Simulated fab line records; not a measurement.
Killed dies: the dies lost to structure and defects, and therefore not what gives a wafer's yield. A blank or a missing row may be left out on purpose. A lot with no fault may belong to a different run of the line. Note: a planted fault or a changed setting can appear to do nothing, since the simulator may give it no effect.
Which of the tools did it? / flow n5Finfet / Sampling: 9 lots, 27 wafers, 5 of 1938 route steps

## WHAT EACH GAUGE READ, for each wafer
N5_BEOL_M4_RC_MEAS_101. Usual: CJ_P 5.79, standard deviation 0.19; DIBL_N 37.0 mV/V, standard deviation 1.7; DIBL_P 36.7 mV/V, standard deviation 2; IOFF_N 0.17 nA/um, standard deviation 0.035; IOFF_P 0.22 nA/um, standard deviation 0.035; ION_N 672 uA/um, standard deviation 12; ION_P 461 uA/um, standard deviation 7.5; SS_N 71.6 mV/dec, standard deviation 0.67; SS_P 73.4 mV/dec, standard deviation 0.64; VT_N 250 mV, standard deviation 3.5; VT_P -250 mV, standard deviation 3.5.
lot=L458; measured=day 8 00:55; on=prober-01; CJ_P=5.69 5.82 5.57; DIBL_N (mV/V)=37.2 34.5 34.7; DIBL_P (mV/V)=36.6 33.5 33.6; IOFF_N (nA/um)=0.19 0.13 0.14; IOFF_P (nA/um)=0.27 0.20 0.22; ION_N (uA/um)=692 663 663; ION_P (uA/um)=476 461 469; SS_N (mV/dec)=72.1 71.3 71.2; SS_P (mV/dec)=73.0 72.5 73.0; VT_N (mV)=249 252 249; VT_P (mV)=-242 -246 -246; flag=
lot=L462; measured=day 9 01:03; on=prober-02; CJ_P=4.24 4.41 3.96; DIBL_N (mV/V)=38.6 39.0 38.8; DIBL_P (mV/V)=38.4 38.9 38.4; IOFF_N (nA/um)=0.20 0.20 0.20; IOFF_P (nA/um)=0.25 0.25 0.23; ION_N (uA/um)=695 682 674; ION_P (uA/um)=469 463 453; SS_N (mV/dec)=71.1 72.1 71.9; SS_P (mV/dec)=73.6 74.7 74.3; VT_N (mV)=245 245 247; VT_P (mV)=-250 -249 -251; flag=OFF
lot=L463; measured=day 9 04:19; on=prober-01; CJ_P=4.25 4.22 4.17; DIBL_N (mV/V)=38.4 39.2 39.6; DIBL_P (mV/V)=40.3 40.1 41.5; IOFF_N (nA/um)=0.19 0.20 0.21; IOFF_P (nA/um)=0.30 0.28 0.32; ION_N (uA/um)=665 668 658; ION_P (uA/um)=467 452 457; SS_N (mV/dec)=72.2 72.3 72.4; SS_P (mV/dec)=74.0 74.6 75.2; VT_N (mV)=247 249 247; VT_P (mV)=-247 -248 -249; flag=OFF
lot=L464; measured=day 9 21:30; on=prober-01; CJ_P=4.21 4.23 4.29; DIBL_N (mV/V)=36.4 38.4 38.2; DIBL_P (mV/V)=35.7 38.3 38.4; IOFF_N (nA/um)=0.15 0.18 0.18; IOFF_P (nA/um)=0.19 0.24 0.24; ION_N (uA/um)=681 685 691; ION_P (uA/um)=463 461 472; SS_N (mV/dec)=71.3 72.1 72.2; SS_P (mV/dec)=72.5 72.9 73.3; VT_N (mV)=251 248 249; VT_P (mV)=-253 -251 -251; flag=OFF
lot=L469; measured=day 10 23:34; on=prober-01; CJ_P=5.80 5.94 5.66; DIBL_N (mV/V)=38.1 38.0 37.0; DIBL_P (mV/V)=36.7 37.2 35.0; IOFF_N (nA/um)=0.16 0.17 0.14; IOFF_P (nA/um)=0.22 0.25 0.20; ION_N (uA/um)=683 678 661; ION_P (uA/um)=467 467 458; SS_N (mV/dec)=71.8 71.3 70.8; SS_P (mV/dec)=74.0 73.6 72.6; VT_N (mV)=250 249 254; VT_P (mV)=-252 -245 -253; flag=
lot=L471; measured=day 11 07:40; on=prober-02; CJ_P=5.97 5.57 5.77; DIBL_N (mV/V)=34.9 34.1 34.5; DIBL_P (mV/V)=35.6 33.8 35.1; IOFF_N (nA/um)=0.14 0.11 0.13; IOFF_P (nA/um)=0.21 0.17 0.20; ION_N (uA/um)=669 648 661; ION_P (uA/um)=461 449 462; SS_N (mV/dec)=70.5 70.7 70.4; SS_P (mV/dec)=73.5 73.0 73.3; VT_N (mV)=251 256 252; VT_P (mV)=-250 -253 -249; flag=
lot=L474; measured=day 11 21:56; on=prober-02; CJ_P=6.10 6.00 6.12; DIBL_N (mV/V)=40.4 37.3 37.1; DIBL_P (mV/V)=40.5 37.0 36.6; IOFF_N (nA/um)=0.25 0.17 0.18; IOFF_P (nA/um)=0.31 0.24 0.23; ION_N (uA/um)=683 676 690; ION_P (uA/um)=471 465 467; SS_N (mV/dec)=73.2 71.6 71.2; SS_P (mV/dec)=74.2 73.6 73.9; VT_N (mV)=244 245 246; VT_P (mV)=-245 -248 -247; flag=
lot=L477; measured=day 13 12:13; on=prober-01; CJ_P=5.99 5.93 5.46; DIBL_N (mV/V)=36.6 36.6 37.1; DIBL_P (mV/V)=36.0 35.7 36.4; IOFF_N (nA/um)=0.14 0.15 0.16; IOFF_P (nA/um)=0.21 0.21 0.21; ION_N (uA/um)=662 669 672; ION_P (uA/um)=460 464 461; SS_N (mV/dec)=72.5 71.4 71.9; SS_P (mV/dec)=72.9 73.2 73.1; VT_N (mV)=251 253 251; VT_P (mV)=-250 -249 -250; flag=
lot=L479; measured=day 14 10:43; on=prober-02; CJ_P=6.21 5.92 6.00; DIBL_N (mV/V)=35.5 36.0 35.8; DIBL_P (mV/V)=34.4 35.2 34.2; IOFF_N (nA/um)=0.15 0.16 0.14; IOFF_P (nA/um)=0.20 0.22 0.20; ION_N (uA/um)=675 678 664; ION_P (uA/um)=467 466 461; SS_N (mV/dec)=72.0 71.8 71.2; SS_P (mV/dec)=73.6 73.5 73.1; VT_N (mV)=250 246 251; VT_P (mV)=-250 -249 -252; flag=

## WHICH TOOL RAN EACH LOT (tool, then ch and the chambers of the sampled wafers, then the start)
lot=L458; N5_ZERO_LAYER_ETCH_17=rieDiel-04 ch 0,1, day 1 18:50; N5_ZERO_LAYER_ETCH_18=rieSi-01 ch 1,3, day 1 18:55; N5_WELL_APT_DESCUM_13=rieDiel-05 ch 1,3, day 1 19:46; N5_WELL_APT_IMPLANT_15=implanter-02 ch 0, day 1 20:03
lot=L462; N5_ZERO_LAYER_ETCH_17=rieDiel-04 ch 0,1,3, day 2 18:52; N5_ZERO_LAYER_ETCH_18=rieSi-05 ch 1,2,3, day 2 18:56; N5_WELL_APT_DESCUM_13=rieDiel-05 ch 1,3, day 2 19:49; N5_WELL_APT_IMPLANT_15=implanter-02 ch 0, day 2 20:05
lot=L463; N5_ZERO_LAYER_ETCH_17=rieDiel-02 ch 0,3, day 3 00:50; N5_ZERO_LAYER_ETCH_18=rieSi-06 ch 2,3, day 3 00:55; N5_WELL_APT_DESCUM_13=rieDiel-01 ch 0,1,2, day 3 01:59; N5_WELL_APT_IMPLANT_15=implanter-02 ch 0, day 3 02:18
lot=L464; N5_ZERO_LAYER_ETCH_17=rieDiel-06 ch 0,3, day 3 06:50; N5_ZERO_LAYER_ETCH_18=rieSi-06 ch 0,1,3, day 3 06:55; N5_WELL_APT_DESCUM_13=rieDiel-03 ch 1,2,3, day 3 07:46; N5_WELL_APT_IMPLANT_15=implanter-02 ch 0, day 3 08:05
lot=L469; N5_ZERO_LAYER_ETCH_17=rieDiel-04 ch 0,2,3, day 4 12:59; N5_ZERO_LAYER_ETCH_18=rieSi-06 ch 0,2,3, day 4 13:04; N5_WELL_APT_DESCUM_13=rieDiel-03 ch 0,1,2, day 4 14:03; N5_WELL_APT_IMPLANT_15=implanter-01 ch 0, day 4 14:23
lot=L471; N5_ZERO_LAYER_ETCH_17=rieDiel-06 ch 0,1,3, day 5 00:50; N5_ZERO_LAYER_ETCH_18=rieSi-06 ch 0,1,2, day 5 00:55; N5_WELL_APT_DESCUM_13=rieDiel-03 ch 0,2,3, day 5 01:56; N5_WELL_APT_IMPLANT_15=implanter-01 ch 0, day 5 02:14
lot=L474; N5_ZERO_LAYER_ETCH_17=rieDiel-02 ch 0,1,3, day 5 18:50; N5_ZERO_LAYER_ETCH_18=rieSi-05 ch 1,2,3, day 5 18:55; N5_WELL_APT_DESCUM_13=rieDiel-05 ch 0,1,2, day 5 20:35; N5_WELL_APT_IMPLANT_15=implanter-01 ch 0, day 5 20:56
lot=L477; N5_ZERO_LAYER_ETCH_17=rieDiel-06 ch 1,2,3, day 6 12:44; N5_ZERO_LAYER_ETCH_18=rieSi-06 ch 0,1,3, day 6 12:48; N5_WELL_APT_DESCUM_13=rieDiel-01 ch 0,1,2, day 6 14:05; N5_WELL_APT_IMPLANT_15=implanter-02 ch 0, day 6 14:22
lot=L479; N5_ZERO_LAYER_ETCH_17=rieDiel-04 ch 0,1,2, day 7 01:05; N5_ZERO_LAYER_ETCH_18=rieSi-01 ch 0,3, day 7 01:10; N5_WELL_APT_DESCUM_13=rieDiel-03 ch 2,3, day 7 02:11; N5_WELL_APT_IMPLANT_15=implanter-02 ch 0, day 7 02:31
- N5_ZERO_LAYER_ETCH_17: etches SiO2 in CF4, target depth 12 nm, time 13.3 s.
- N5_ZERO_LAYER_ETCH_18: etches Si in HBr/Cl2, target depth 120 nm, time 40 s.
- N5_WELL_APT_DESCUM_13: chemistry O2, time 7.9 s.
- N5_WELL_APT_IMPLANT_15

## WHAT THE TOOLS THEMSELVES READ (means of the sampled wafers that have a number; where no wafer has one, the mark that the record gives instead)
N5_ZERO_LAYER_ETCH_17. Usual: drypumpMotorCurrentA 5.6 A, standard deviation 0.35; oesProductAu 0.79 a.u., standard deviation 0.077; rfVppV 949 V, standard deviation 3.6; showerheadPlenumPTorr 2.15 Torr, standard deviation 0.054; throttleValvePct 15.61 %, standard deviation 0.22.
lot=L458; tool=rieDiel-04; drypumpMotorCurrentA (A)=5.9; oesProductAu (a.u.)=0.78; rfVppV (V)=947; showerheadPlenumPTorr (Torr)=2.12; throttleValvePct (%)=15.46; flag=
lot=L462; tool=rieDiel-04; drypumpMotorCurrentA (A)=5.7; oesProductAu (a.u.)=0.78; rfVppV (V)=949; showerheadPlenumPTorr (Torr)=2.15; throttleValvePct (%)=15.48; flag=
lot=L463; tool=rieDiel-02; drypumpMotorCurrentA (A)=5.4; oesProductAu (a.u.)=0.75; rfVppV (V)=952; showerheadPlenumPTorr (Torr)=2.18; throttleValvePct (%)=15.80; flag=
lot=L464; tool=rieDiel-06; drypumpMotorCurrentA (A)=5.4; oesProductAu (a.u.)=0.76; rfVppV (V)=948; showerheadPlenumPTorr (Torr)=2.11; throttleValvePct (%)=15.74; flag=
lot=L469; tool=rieDiel-04; drypumpMotorCurrentA (A)=5.8; oesProductAu (a.u.)=0.75; rfVppV (V)=952; showerheadPlenumPTorr (Torr)=2.19; throttleValvePct (%)=15.53; flag=
lot=L471; tool=rieDiel-06; drypumpMotorCurrentA (A)=5.3; oesProductAu (a.u.)=0.76; rfVppV (V)=949; showerheadPlenumPTorr (Torr)=2.13; throttleValvePct (%)=15.70; flag=
lot=L474; tool=rieDiel-02; drypumpMotorCurrentA (A)=5.6; oesProductAu (a.u.)=0.82; rfVppV (V)=951; showerheadPlenumPTorr (Torr)=2.17; throttleValvePct (%)=15.71; flag=
lot=L477; tool=rieDiel-06; drypumpMotorCurrentA (A)=5.6; oesProductAu (a.u.)=0.80; rfVppV (V)=945; showerheadPlenumPTorr (Torr)=2.10; throttleValvePct (%)=15.72; flag=
lot=L479; tool=rieDiel-04; drypumpMotorCurrentA (A)=5.9; oesProductAu (a.u.)=0.75; rfVppV (V)=949; showerheadPlenumPTorr (Torr)=2.15; throttleValvePct (%)=15.49; flag=

N5_ZERO_LAYER_ETCH_18. Usual: drypumpMotorCurrentA 5.7 A, standard deviation 0.5; oesProductAu 0.997 a.u., standard deviation 0.013; throttleValvePct 36.4 %, standard deviation 0.46.
lot=L458; tool=rieSi-01; drypumpMotorCurrentA (A)=6.0; oesProductAu (a.u.)=0.991; throttleValvePct (%)=36.4; flag=
lot=L462; tool=rieSi-05; drypumpMotorCurrentA (A)=5.8; oesProductAu (a.u.)=0.992; throttleValvePct (%)=36.2; flag=
lot=L463; tool=rieSi-06; drypumpMotorCurrentA (A)=5.6; oesProductAu (a.u.)=0.997; throttleValvePct (%)=36.1; flag=
lot=L464; tool=rieSi-06; drypumpMotorCurrentA (A)=5.6; oesProductAu (a.u.)=0.994; throttleValvePct (%)=36.5; flag=
lot=L469; tool=rieSi-06; drypumpMotorCurrentA (A)=5.9; oesProductAu (a.u.)=0.999; throttleValvePct (%)=36.4; flag=
lot=L471; tool=rieSi-06; drypumpMotorCurrentA (A)=5.7; oesProductAu (a.u.)=0.999; throttleValvePct (%)=36.2; flag=
lot=L474; tool=rieSi-05; drypumpMotorCurrentA (A)=5.8; oesProductAu (a.u.)=0.993; throttleValvePct (%)=36.2; flag=
lot=L477; tool=rieSi-06; drypumpMotorCurrentA (A)=5.6; oesProductAu (a.u.)=1.002; throttleValvePct (%)=36.5; flag=
lot=L479; tool=rieSi-01; drypumpMotorCurrentA (A)=5.7; oesProductAu (a.u.)=0.995; throttleValvePct (%)=36.4; flag=

N5_WELL_APT_DESCUM_13. Usual: drypumpMotorCurrentA 5.7 A, standard deviation 0.48; oesProductAu 0.76 a.u., standard deviation 0.079; rfVppV 244.2 V, standard deviation 1.1; showerheadPlenumPTorr 2.16 Torr, standard deviation 0.039; throttleValvePct 20.36 %, standard deviation 0.25.
lot=L458; tool=rieDiel-05; drypumpMotorCurrentA (A)=5.3; oesProductAu (a.u.)=0.78; rfVppV (V)=242.7; showerheadPlenumPTorr (Torr)=2.10; throttleValvePct (%)=20.25; flag=
lot=L462; tool=rieDiel-05; drypumpMotorCurrentA (A)=5.5; oesProductAu (a.u.)=0.73; rfVppV (V)=243.0; showerheadPlenumPTorr (Torr)=2.09; throttleValvePct (%)=20.53; flag=
lot=L463; tool=rieDiel-01; drypumpMotorCurrentA (A)=5.7; oesProductAu (a.u.)=0.78; rfVppV (V)=244.5; showerheadPlenumPTorr (Torr)=2.19; throttleValvePct (%)=20.50; flag=
lot=L464; tool=rieDiel-03; drypumpMotorCurrentA (A)=5.3; oesProductAu (a.u.)=0.71; rfVppV (V)=244.4; showerheadPlenumPTorr (Torr)=2.17; throttleValvePct (%)=20.45; flag=
lot=L469; tool=rieDiel-03; drypumpMotorCurrentA (A)=5.5; oesProductAu (a.u.)=0.89; rfVppV (V)=245.3; showerheadPlenumPTorr (Torr)=2.19; throttleValvePct (%)=20.29; flag=
lot=L471; tool=rieDiel-03; drypumpMotorCurrentA (A)=5.4; oesProductAu (a.u.)=0.80; rfVppV (V)=244.4; showerheadPlenumPTorr (Torr)=2.19; throttleValvePct (%)=20.28; flag=
lot=L474; tool=rieDiel-05; drypumpMotorCurrentA (A)=5.8; oesProductAu (a.u.)=0.73; rfVppV (V)=243.4; showerheadPlenumPTorr (Torr)=2.13; throttleValvePct (%)=20.23; flag=
lot=L477; tool=rieDiel-01; drypumpMotorCurrentA (A)=5.8; oesProductAu (a.u.)=0.74; rfVppV (V)=245.3; showerheadPlenumPTorr (Torr)=2.18; throttleValvePct (%)=20.55; flag=
lot=L479; tool=rieDiel-03; drypumpMotorCurrentA (A)=5.3; oesProductAu (a.u.)=0.70; rfVppV (V)=244.3; showerheadPlenumPTorr (Torr)=2.17; throttleValvePct (%)=20.31; flag=

N5_WELL_APT_IMPLANT_15. Usual: doseIonsCm2 1.4997e+13, standard deviation 1.5e+10; faradayCurrentUA 190, standard deviation 3.8.
lot=L458 tool=implanter-02 doseIonsCm2=1.4991e+13 faradayCurrentUA=192 flag=
lot=L462 tool=implanter-02 doseIonsCm2=8.1030e+12 faradayCurrentUA=101 flag=OFF
lot=L463 tool=implanter-02 doseIonsCm2=8.0847e+12 faradayCurrentUA=104 flag=OFF
lot=L464 tool=implanter-02 doseIonsCm2=8.1120e+12 faradayCurrentUA=103 flag=OFF
lot=L469 tool=implanter-01 doseIonsCm2=1.5008e+13 faradayCurrentUA=193 flag=
lot=L471 tool=implanter-01 doseIonsCm2=1.4988e+13 faradayCurrentUA=191 flag=
lot=L474 tool=implanter-01 doseIonsCm2=1.4990e+13 faradayCurrentUA=188 flag=
lot=L477 tool=implanter-02 doseIonsCm2=1.4986e+13 faradayCurrentUA=192 flag=
lot=L479 tool=implanter-02 doseIonsCm2=1.4978e+13 faradayCurrentUA=188 flag=

## THE ANSWER, worked out from the rows above alone
Rule: lot off if the mean of its wafers having a number is beyond 3 standard deviations from the usual mean. A lot without any number at a reading at which 4 lots or more have one is off too. All remaining lots with rows at the step are treated as sound. The gauges are gone through in route order, then the tools' own readings, and for those a lot's mean is taken as printed above. At the first step where some lot is off, the reading lying furthest off is the one used; lots without a number count as furthest.
Off: L462, L463, L464, seen at N5_BEOL_M4_RC_MEAS_101 (CJ_P).
If a tool, at a process step before that reading, ran all the lots that are off and no sound lot after the first of them, it fits. Not tried: the gauges at N5_BEOL_M4_RC_MEAS_101; whatever is off there is also off at N5_WELL_APT_IMPLANT_15, on other tools, and gauge error can't account for it. Of those tried, none fits.

## WHAT WAS PUT IN BY THE SIMULATOR
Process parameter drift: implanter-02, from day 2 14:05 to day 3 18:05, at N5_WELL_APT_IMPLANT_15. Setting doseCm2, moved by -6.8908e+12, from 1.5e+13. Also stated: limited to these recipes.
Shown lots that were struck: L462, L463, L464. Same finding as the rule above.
